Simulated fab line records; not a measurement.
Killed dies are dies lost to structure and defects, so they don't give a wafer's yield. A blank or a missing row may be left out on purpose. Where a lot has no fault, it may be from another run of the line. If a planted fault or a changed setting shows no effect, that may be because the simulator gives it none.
fab line records -- flow n5-finfet -- part 2 of 2: steps 5 to 6 of 6
record lots=20, wafers=60, last-day=17
route steps=1938 shown MOL_CONTACT_COAG@530 BEOL_M0_SAQP@653
lots that met no fault: taken from a fault-free run of the same line
start-h: hours from the record's opening day to when the first of the lot's shown wafers began -- wait-h: hours from the lot's prior step to this one -- " identical to the entry in the row above -- L1.1+2: one row covering several wafers at once -- - no value, or no start given -- * or withheld: withheld -- < > ~ a bound
route shown NAME@n: a module of which the file shows steps, and the number in the route of the first -- usual: average and standard deviation across the fault-free wafers -- same: alike in all rows -- chamber/n: place in a boat -- sites: each site's reading -- _std_site: standard deviation of those values -- _edge_site: inner sites' mean taken away from outer sites' mean -- radius-mm: how far each site lies from the wafer's centre -- mask NAME#n: copy n -- behind: the tool/chamber that last shaped the wafer -- hold: cause of the lot's hold/its duration in hours/its outcome -- device: whichever transistor did not switch (one of n, p or np) -- end of line: tests run on the same wafers once the route is complete -- where a step has no rows: the recipe by itself -- killed: at the first sort, the dies lost to defects and structure; wafer yield is something else -- map: a wafer's dies, marking killed ones x, the rest . and places with no die _
set.NAME: the setting as run; set.NAME@STEP: as run at that earlier step -- model.NAME: the simulator's own value behind a step, which no gauge read
steps of the route over a sample of lots; a table a step, a row a wafer
services: when a tool's chamber went out of use (start-h, in hours from the record's first day, below 0 if earlier), for how many hours, and the reason
## steps
# step N5_MOL_CONTACT_COAG_STRIP_72
# recipe chemistry=N2/H2, power-w=450, temp-c=40, pressure-mtorr=20, rf-frequency-hz=6e+07, overash-fraction=3, bias-power-w=7, h2-frac=0.5, n2-flow-sccm=200, h2-flow-sccm=200
# usual drypump-motor-current-A=5.3/0.58, oes-product-au=0.78/0.1, rf-vpp-V=58.7/2, showerhead-plenum-p-Torr=2.51/0.075, throttle-valve-pct=23.6/0.3
lot.wafer,tool,chamber,start-h,wait-h,drypump-motor-current-A,oes-product-au,rf-hours-counter-h,rf-vpp-V,showerhead-plenum-p-Torr,throttle-valve-pct
L076.2,rie-diel-04,1,114.83,0.0,5.4,0.68,232,57.9,2.40,23.7
L076.5,rie-diel-04,3,114.83,0.0,4.9,0.71,-,58.2,2.62,23.9
L076.6,rie-diel-04,0,114.83,0.0,5.5,0.70,-,56.9,2.51,24.2
L077.1,rie-diel-05,1,117.49,0.0,6.4,0.76,146,54.8,2.46,23.9
L077.2,rie-diel-05,0,117.49,0.0,6.0,0.66,249,59.0,2.51,23.4
L077.5,rie-diel-05,0,117.49,0.0,6.0,0.66,-,60.0,2.51,23.5
L078.1,rie-diel-05,1,124.96,0.1,6.4,0.75,151,59.5,2.46,23.9
L078.2,rie-diel-05,3,124.96,0.1,4.8,0.75,166,60.8,2.43,23.6
L078.6,rie-diel-05,1,124.96,0.1,6.4,0.76,-,55.8,2.46,24.0
L079.1,rie-diel-01,3,130.60,0.0,4.8,0.69,226,59.3,2.52,23.5
L079.4,rie-diel-01,1,130.60,0.0,4.7,0.74,177,60.4,2.63,23.7
L079.5,rie-diel-01,2,130.60,0.0,6.3,0.69,-,57.3,2.52,23.7
L080.1,rie-diel-04,0,133.93,0.0,5.5,0.70,235,59.4,2.51,24.2
L080.3,rie-diel-04,2,133.93,0.0,5.3,0.73,174,58.4,2.45,23.6
L080.5,rie-diel-04,3,133.93,0.0,4.9,0.70,-,62.7,2.62,23.8
L081.2,rie-diel-01,3,145.31,0.0,4.9,0.69,231,59.5,2.51,23.4
L081.4,rie-diel-01,1,145.31,0.0,4.7,0.73,-,56.2,2.63,23.7
L081.6,rie-diel-01,2,145.31,0.0,6.3,0.69,-,59.6,2.51,23.7
L083.3,rie-diel-01,0,160.90,0.0,4.9,0.96,3,61.4,2.47,23.2
L083.5,rie-diel-01,2,160.90,0.0,6.3,0.70,-,59.9,2.51,23.7
L083.6,rie-diel-01,1,160.90,0.0,4.7,0.73,-,60.2,2.62,23.7
L084.2,rie-diel-01,1,164.15,0.0,4.7,0.73,191,58.6,2.62,23.7
L084.3,rie-diel-01,3,164.15,0.0,4.8,0.67,239,56.5,2.51,23.5
L084.6,rie-diel-01,3,164.15,0.0,4.9,0.68,-,60.6,2.51,23.5
L085.1,rie-diel-05,2,164.35,0.0,5.2,0.83,62,59.1,2.56,23.0
L085.3,rie-diel-05,1,164.35,0.0,6.4,0.74,167,60.6,2.45,24.0
L085.6,rie-diel-05,0,164.35,0.0,6.0,0.95,-,57.9,2.51,23.2
L087.1,rie-diel-04,3,182.15,0.0,4.9,0.71,203,55.4,2.60,23.9
L087.4,rie-diel-04,2,182.15,0.0,5.3,0.71,-,57.4,2.44,23.6
L087.6,rie-diel-04,3,182.15,0.0,4.9,0.70,-,59.5,2.61,23.9
L088.1,rie-diel-04,1,185.53,0.0,5.4,0.97,4,57.6,2.71,23.6
L088.3,rie-diel-04,3,185.53,0.0,4.9,0.68,204,53.6,2.61,23.9
L088.6,rie-diel-04,3,185.53,0.0,4.9,0.69,-,58.2,2.60,23.9
L089.2,rie-diel-05,1,189.99,0.0,6.4,0.72,174,56.4,2.45,24.0
L089.5,rie-diel-05,3,189.99,0.0,4.9,0.72,-,54.7,2.42,23.6
L089.6,rie-diel-05,0,189.99,0.0,6.0,0.92,-,61.3,2.50,23.2
L090.2,rie-diel-05,0,195.49,0.0,5.9,0.92,16,56.8,2.50,23.2
L090.5,rie-diel-05,2,195.49,0.0,5.3,0.83,-,59.6,2.56,23.0
L090.6,rie-diel-05,1,195.49,0.0,6.4,0.75,-,59.8,2.45,24.0
L091.4,rie-diel-05,2,201.82,0.0,5.2,0.83,74,60.0,2.56,23.0
L091.5,rie-diel-05,2,201.82,0.0,5.2,0.83,-,60.5,2.56,23.0
L091.6,rie-diel-05,3,201.82,0.0,4.9,0.72,-,58.4,2.42,23.6
L092.2,rie-diel-05,2,211.12,0.0,5.2,0.83,77,64.2,2.55,23.0
L092.3,rie-diel-05,0,211.12,0.0,5.9,0.89,21,61.1,2.50,23.2
L092.5,rie-diel-05,1,211.12,0.0,6.4,0.73,-,56.2,2.45,24.0
L093.3,rie-diel-01,0,216.77,0.0,4.9,0.89,26,58.0,2.46,23.3
L093.5,rie-diel-01,1,216.77,0.0,4.7,0.72,-,60.7,2.61,23.7
L093.6,rie-diel-01,3,216.77,0.0,4.9,0.99,-,58.9,2.51,23.3
L094.1,rie-diel-01,1,219.63,0.0,4.7,0.72,215,55.9,2.61,23.8
L094.3,rie-diel-01,3,219.63,0.0,4.8,0.99,3,59.3,2.50,23.3
L094.5,rie-diel-01,0,219.63,0.0,4.9,0.93,-,59.7,2.46,23.3
L095.3,rie-diel-01,2,231.29,0.0,6.3,0.99,2,56.4,2.50,23.5
L095.4,rie-diel-01,3,231.29,0.0,4.9,0.96,8,61.4,2.50,23.3
L095.5,rie-diel-01,3,231.29,0.0,4.9,0.98,-,56.5,2.50,23.3
L096.3,rie-diel-04,3,234.22,0.0,4.9,0.67,226,57.7,2.60,23.9
L096.5,rie-diel-04,2,234.22,0.0,5.3,0.69,-,62.4,2.43,23.7
L096.6,rie-diel-04,3,234.22,0.0,4.9,0.67,-,59.0,2.60,23.9
L097.1,rie-diel-05,1,239.47,0.0,6.4,0.73,191,59.0,2.44,23.9
L097.2,rie-diel-05,3,239.47,0.0,4.9,0.71,207,58.6,2.41,23.7
L097.6,rie-diel-05,1,239.47,0.0,6.5,0.71,-,58.6,2.44,24.0
# step N5_BEOL_M0_SAQP_ETCH_83
# recipe chemistry=CF4, target=SiARC, target-depth-a=390, mask-material=CAR-ArF, time-s=65, ion-energy-ev=80, pressure-mtorr=40, source-w=545, bias-w=36, Ar_flow_sccm=100, cf4-flow-sccm=100, ends=cleared
# usual drypump-motor-current-A=5.86/0.25, etch-rf-on-time-s=64.4/2.4, oes-product-au=0.67/0.072, rf-vpp-V=184.2/1, showerhead-plenum-p-Torr=2.15/0.054, throttle-valve-pct=15.57/0.22
lot.wafer,tool,chamber,start-h,wait-h,drypump-motor-current-A,etch-rf-on-time-s,oes-product-au,rf-hours-counter-h,rf-vpp-V,showerhead-plenum-p-Torr,throttle-valve-pct
L076.2,rie-diel-03,1,120.60,0.0,5.47,66.4,0.60,189,183.4,2.12,15.91
L076.5,rie-diel-03,0,120.60,0.0,5.76,62.6,0.67,-,181.6,2.07,15.70
L076.6,rie-diel-03,3,120.60,0.0,5.84,66.0,0.62,-,185.0,2.20,15.52
L077.1,rie-diel-06,1,124.16,0.0,6.48,66.8,0.74,39,183.8,2.20,15.32
L077.2,rie-diel-06,2,124.16,0.0,6.06,61.0,0.64,183,183.4,2.10,15.55
L077.5,rie-diel-06,1,124.16,0.0,6.49,66.8,0.74,-,186.1,2.20,15.31
L078.1,rie-diel-06,0,131.12,0.0,5.80,64.1,0.64,159,184.2,2.21,15.63
L078.2,rie-diel-06,3,131.12,0.0,5.79,69.7,0.59,201,184.6,2.14,16.00
L078.6,rie-diel-06,0,131.12,0.0,5.77,64.1,0.64,-,184.6,2.21,15.61
L079.1,rie-diel-03,1,139.77,0.0,5.53,67.9,0.59,194,182.3,2.12,15.93
L079.4,rie-diel-03,2,139.77,0.0,6.06,61.2,0.71,74,184.1,2.18,15.61
L079.5,rie-diel-03,1,139.77,0.0,5.51,66.9,0.60,-,183.5,2.12,15.91
L080.1,rie-diel-02,1,139.93,0.0,5.98,62.8,0.74,49,184.9,2.26,15.33
L080.3,rie-diel-02,0,139.93,0.0,5.50,66.4,0.81,3,184.5,2.12,15.39
L080.5,rie-diel-02,1,139.93,0.0,6.00,62.4,0.74,-,185.8,2.26,15.32
L081.2,rie-diel-06,2,152.10,0.0,6.04,61.4,0.62,190,184.0,2.10,15.58
L081.4,rie-diel-06,0,152.10,0.0,5.81,64.5,0.62,165,184.5,2.21,15.62
L081.6,rie-diel-06,2,152.10,0.0,6.04,62.2,0.62,-,183.9,2.10,15.57
L083.3,rie-diel-02,2,166.31,0.0,5.93,62.6,0.65,162,183.5,2.13,15.39
L083.5,rie-diel-02,1,166.31,0.0,5.97,62.8,0.72,-,184.2,2.26,15.35
L083.6,rie-diel-02,0,166.31,0.0,5.45,65.9,0.78,-,183.4,2.12,15.43
L084.2,rie-diel-02,0,171.43,0.0,5.51,66.1,0.78,15,181.5,2.12,15.44
L084.3,rie-diel-02,3,171.43,0.0,6.15,61.3,0.81,7,182.1,2.12,15.33
L084.6,rie-diel-02,3,171.43,0.0,6.15,60.7,0.82,-,183.8,2.12,15.33
L085.1,rie-diel-03,2,172.94,0.0,6.03,60.7,0.71,82,185.8,2.18,15.63
L085.3,rie-diel-03,3,172.94,0.0,5.82,65.8,0.61,221,185.7,2.19,15.57
L085.6,rie-diel-03,0,172.94,0.0,5.71,62.9,0.66,-,183.8,2.06,15.72
L087.1,rie-diel-03,1,188.88,0.0,5.46,68.0,0.59,206,185.0,2.12,15.95
L087.4,rie-diel-03,0,188.88,0.0,5.72,62.7,0.65,168,183.4,2.06,15.74
L087.6,rie-diel-03,1,188.88,0.0,5.45,67.4,0.59,-,183.7,2.12,15.94
L088.1,rie-diel-02,2,193.06,0.0,5.95,64.1,0.63,171,182.8,2.13,15.41
L088.3,rie-diel-02,1,193.06,0.0,5.98,62.8,0.71,67,185.4,2.25,15.37
L088.6,rie-diel-02,1,193.06,0.0,5.99,62.6,0.72,-,184.8,2.25,15.36
L089.2,rie-diel-02,2,197.19,0.0,5.94,63.5,0.64,172,184.5,2.13,15.41
L089.5,rie-diel-02,0,197.19,0.0,5.46,65.8,0.76,-,184.5,2.11,15.45
L089.6,rie-diel-02,3,197.19,0.0,6.14,61.8,0.79,-,182.8,2.12,15.34
L090.2,rie-diel-03,2,202.09,0.0,6.03,61.2,0.70,91,185.1,2.18,15.65
L090.5,rie-diel-03,0,202.09,0.0,5.72,62.6,0.66,-,182.6,2.06,15.74
L090.6,rie-diel-03,3,202.09,0.0,5.82,65.8,0.59,-,186.4,2.19,15.58
L091.4,rie-diel-02,3,208.30,0.0,6.15,61.3,0.78,20,183.7,2.12,15.34
L091.5,rie-diel-02,3,208.30,0.0,6.14,62.0,0.77,-,183.5,2.12,15.35
L091.6,rie-diel-02,2,208.30,0.0,5.94,64.0,0.63,-,183.7,2.13,15.42
L092.2,rie-diel-02,0,217.56,0.0,5.47,66.6,0.75,30,183.6,2.11,15.43
L092.3,rie-diel-02,1,217.56,0.0,5.98,63.3,0.70,75,186.0,2.25,15.37
L092.5,rie-diel-02,3,217.56,0.0,6.11,61.6,0.77,-,184.9,2.11,15.37
L093.3,rie-diel-03,0,223.11,0.0,5.76,63.4,0.65,180,182.8,2.06,15.76
L093.5,rie-diel-03,1,223.11,0.0,5.52,67.8,0.58,-,183.8,2.11,15.95
L093.6,rie-diel-03,0,223.11,0.0,5.75,63.5,0.65,-,183.2,2.06,15.75
L094.1,rie-diel-03,2,226.94,0.0,6.03,62.3,0.68,99,185.1,2.17,15.67
L094.3,rie-diel-03,0,226.94,0.0,5.73,63.6,0.64,181,184.0,2.06,15.76
L094.5,rie-diel-03,2,226.94,0.0,6.04,62.2,0.70,-,182.3,2.17,15.66
L095.3,rie-diel-02,1,238.95,0.0,5.97,63.1,0.70,81,185.1,2.25,15.39
L095.4,rie-diel-02,2,238.95,0.0,5.96,63.5,0.63,186,183.5,2.13,15.44
L095.5,rie-diel-02,2,238.95,0.0,5.95,64.3,0.63,-,185.7,2.13,15.43
L096.3,rie-diel-03,2,240.45,0.0,6.01,61.4,0.68,103,183.8,2.17,15.67
L096.5,rie-diel-03,2,240.45,0.0,6.03,62.0,0.68,-,184.6,2.17,15.67
L096.6,rie-diel-03,3,240.45,0.0,5.84,66.5,0.59,-,183.1,2.19,15.60
L097.1,rie-diel-03,1,245.51,0.0,5.48,68.4,0.57,225,183.1,2.11,15.98
L097.2,rie-diel-03,2,245.51,0.0,6.07,61.1,0.69,105,183.8,2.17,15.68
L097.6,rie-diel-03,3,245.51,0.0,5.83,65.9,0.59,-,184.5,2.19,15.59
## services
tool,chamber,start-h,hours,kind
rie-diel-02,0,84.26,23.0,repair
rie-diel-01,-,102.19,4.3,pm
rie-diel-01,2,107.31,5.2,repair
rie-diel-05,2,120.99,4.6,repair
rie-diel-01,0,141.86,-,clean
rie-diel-01,0,141.86,-,consumable-replace:focus-ring
rie-diel-01,0,141.86,13.6,scheduled-down
rie-diel-01,0,141.86,13.6,vent-cycle
rie-diel-04,1,152.74,6.5,repair
rie-diel-04,1,165.36,-,clean
rie-diel-04,1,165.36,-,consumable-replace:focus-ring
rie-diel-04,1,165.36,-,consumable-replace:showerhead
rie-diel-04,1,165.36,12.3,scheduled-down
rie-diel-04,1,165.36,12.3,vent-cycle
rie-diel-04,0,177.71,-,clean
rie-diel-04,0,177.71,-,consumable-replace:focus-ring
rie-diel-04,0,177.71,25.2,scheduled-down
rie-diel-04,0,177.71,25.2,vent-cycle
rie-diel-01,3,197.18,-,clean
rie-diel-01,3,197.18,-,consumable-replace:focus-ring
rie-diel-03,-,220.73,0.9,repair
rie-diel-02,3,229.20,1.3,repair
rie-diel-03,0,237.94,16.9,repair
rie-diel-04,-,240.99,2.6,repair
